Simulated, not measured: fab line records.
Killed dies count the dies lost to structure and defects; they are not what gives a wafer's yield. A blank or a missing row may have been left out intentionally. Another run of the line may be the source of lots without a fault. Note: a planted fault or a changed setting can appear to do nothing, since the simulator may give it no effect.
Matching of chambers | flow nand-harc | NHARC_A_ONON_D1_DEP_33 on pecvd-01 has 3 sister chambers
The step deposits SiO2, target thk 200 nm. 6 wafers are shown with their chamber, then 7 later ones without.

## WAFERS, EACH WITH ITS CHAMBER
wafer  | chamber | heater-power-w (W) | throttle-valve-pct (%)
L485.5 | 1       | 388                | 16.4
L489.4 | 2       | 599                | 16.4
L495.3 | 2       | 730                | 16.5
L495.5 | 1       | 421                | 16.0
L498.3 | 0       | 468                | 16.1
L498.5 | 0       | 501                | 16.1

## WAFERS WHOSE CHAMBER IS MISSING
wafer  | heater-power-w (W) | throttle-valve-pct (%)
L498.6 | 686                | 16.0
L500.1 | 742                | 16.3
L500.3 | 495                | 16.4
L500.5 | 499                | 16.4
L503.2 | 535                | 16.5
L503.4 | 640                | 16.5
L503.5 | 415                | 16.3

## WHICH CHAMBER EACH ONE RAN IN
wafer  | from the rows above          | in truth
L498.6 | can't be placed: 2 or 0      | 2
L500.1 | 2                            | 2
L500.3 | can't be placed: 0 or 1 or 2 | 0
L500.5 | can't be placed: 0 or 1 or 2 | 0
L503.2 | can't be placed: 2 or 0 or 1 | 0
L503.4 | 2                            | 2
L503.5 | can't be placed: 1 or 0      | 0
Correctly placed: 2 of 7. Can't be placed from these rows: 5 (the true chamber is among the candidates in 5). Wrongly placed: 0.
How it was worked out, from the rows above alone: a wafer's distance from a chamber is the root of the sum, over the readings, of the square of ((its reading less the chamber's mean) divided by the reading's scatter). The wafer belongs to the nearest chamber; if the next one is less than 2 further off, it can't be placed. The mean given for a chamber averages the wafers shown for that chamber. How the scatter is found: for the shown wafers, subtract from each reading the mean of its chamber, square and add these, divide the total by (wafers less chambers), then take the root.
